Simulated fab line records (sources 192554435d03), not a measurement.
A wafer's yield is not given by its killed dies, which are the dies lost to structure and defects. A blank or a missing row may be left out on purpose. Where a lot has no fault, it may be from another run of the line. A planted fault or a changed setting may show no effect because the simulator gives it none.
Matching of chambers / flow n5_finfet / 4 sister chambers for N5_SPACER0_ALD_07 on ald_sin-04
The step deposits SiNx, target thk 2 nm. 4 wafers are shown with their chamber, then 9 later ones without.

== WAFERS WITH THEIR CHAMBER ==
wafer=L086.1; chamber=0; heater_power_w (W)=710
wafer=L086.2; chamber=1; heater_power_w (W)=826
wafer=L089.5; chamber=2; heater_power_w (W)=660
wafer=L089.6; chamber=3; heater_power_w (W)=821

== WAFERS WITHOUT THEIR CHAMBER ==
wafer=L090.1; heater_power_w (W)=821
wafer=L090.3; heater_power_w (W)=650
wafer=L090.4; heater_power_w (W)=848
wafer=L092.1; heater_power_w (W)=827
wafer=L092.2; heater_power_w (W)=652
wafer=L092.4; heater_power_w (W)=851
wafer=L097.1; heater_power_w (W)=661
wafer=L097.2; heater_power_w (W)=840
wafer=L097.5; heater_power_w (W)=824

== WHICH CHAMBER EACH ONE RAN IN ==
wafer=L090.1; from the rows above=can't be placed: 3 or 1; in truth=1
wafer=L090.3; from the rows above=2; in truth=2
wafer=L090.4; from the rows above=can't be placed: 1 or 3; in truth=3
wafer=L092.1; from the rows above=can't be placed: 1 or 3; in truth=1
wafer=L092.2; from the rows above=2; in truth=2
wafer=L092.4; from the rows above=can't be placed: 1 or 3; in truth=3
wafer=L097.1; from the rows above=2; in truth=2
wafer=L097.2; from the rows above=can't be placed: 1 or 3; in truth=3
wafer=L097.5; from the rows above=can't be placed: 1 or 3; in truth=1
3 of 9 placed correctly. These rows do not allow placing 6 (true chamber among the candidates in 6). Number placed wrongly: 0.
How it was worked out, from the rows above alone: a wafer's distance from a chamber is the root of the sum, over the readings, of the square of ((its reading less the chamber's mean) divided by the reading's scatter). If the next closest chamber is less than 2 further off than the closest, the wafer can't be placed; otherwise it belongs to the closest. For every chamber, the mean is computed from those of its wafers that are shown. The scatter: root of mean squared gap, hidden wafer to nearest shown wafer, with one shown wafer a chamber.
